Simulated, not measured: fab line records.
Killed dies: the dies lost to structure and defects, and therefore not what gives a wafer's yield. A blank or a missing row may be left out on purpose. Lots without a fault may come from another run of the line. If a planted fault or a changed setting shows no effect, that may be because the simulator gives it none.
The same fault as seen by 2 desks ; flow n5Finfet ; each desk holds nothing but its own numbers, with what lay behind them at the end

THE TOOL OWNER'S DESK: pecvd-02
The tool's own readings at N5_BEOL_M3_PECVD_72 (deposits SiO2 from TEOS/O2, target thk 16 nm, time 18 s): means of the sampled wafers that have a number, for each lot that ran on this tool. The brackets show how far a lot's mean lies from the usual mean; more than 4 standard deviations puts the lot out of limits, marked OUT.
Columns: A = heaterPowerW at N5_BEOL_M3_PECVD_72, usual 682 W; B = showerheadPlenumPTorr at N5_BEOL_M3_PECVD_72, usual 8.78 Torr; C = susceptorTempC at N5_BEOL_M3_PECVD_72, usual 400.01 C; D = throttleValvePct at N5_BEOL_M3_PECVD_72, usual 22.0 %
lot;first seen here;A;B;C;D
L925;day 9 11:59;786;8.86;404.80 (+23) OUT;19.8
L926;day 9 15:44;655;8.81;404.96 (+24) OUT;21.2
L937;day 12 10:47;645;8.76;399.92;21.9
This desk finds L925, L926 out of limits, L925 being first, at day 9 11:59 (susceptorTempC at N5_BEOL_M3_PECVD_72). In limits: L937.

THE METROLOGY DESK
What the gauges read, lot by lot, whatever tool the lot ran on: means of the sampled wafers that have a number. The brackets show how far a lot's mean lies from the usual mean; more than 4 standard deviations puts the lot out of limits, marked OUT. Shown here are 7 of its 10 readings, the ones lying furthest out on some lot.
Columns: A = DIBL_N at N5_BEOL_M4_RC_MEAS_101, usual 36.0 mV/V; B = DIBL_P at N5_BEOL_M4_RC_MEAS_101, usual 36.2 mV/V; C = IOFF_N at N5_BEOL_M4_RC_MEAS_101, usual 0.16 nA/um; D = ION_P at N5_BEOL_M4_RC_MEAS_101, usual 463 uA/um; E = SS_P at N5_BEOL_M4_RC_MEAS_101, usual 73.3 mV/dec; F = VT_N at N5_BEOL_M4_RC_MEAS_101, usual 250 mV; G = VT_P at N5_BEOL_M4_RC_MEAS_101, usual -251 mV
lot;first seen here;A;B;C;D;E;F;G
L925;day 10 18:48;35.6;35.9;0.16;458;73.3;251;-254
L926;day 11 02:36;40.1;39.3;0.19;460;74.5;250;-251
L937;day 13 23:37;35.6;35.4;0.16;461;72.8;249;-248
L938;day 14 04:59;35.4;34.8;0.14;461;73.7;253;-253
This desk's verdict: no lot among the 4 shows anything out of limits.

ALL TOGETHER
At day 9 11:59, on L925, L926, the tool owner's desk was in a position to raise an alarm.
Nothing out of limits was seen by the metrology desk.
The metrology desk holds a record of L925, L926, inside its limits.
N5_BEOL_M3_PECVD_72 was run on pecvd-02 by each of the lots named.

WHAT HAD BEEN PUT IN BY THE SIMULATOR
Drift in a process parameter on pecvd-02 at N5_BEOL_M3_PECVD_72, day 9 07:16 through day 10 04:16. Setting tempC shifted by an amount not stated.
Shown lots that were struck: L925, L926.
Hours from the fault's start to each desk's first reading out of limits: the tool owner's desk, 5.
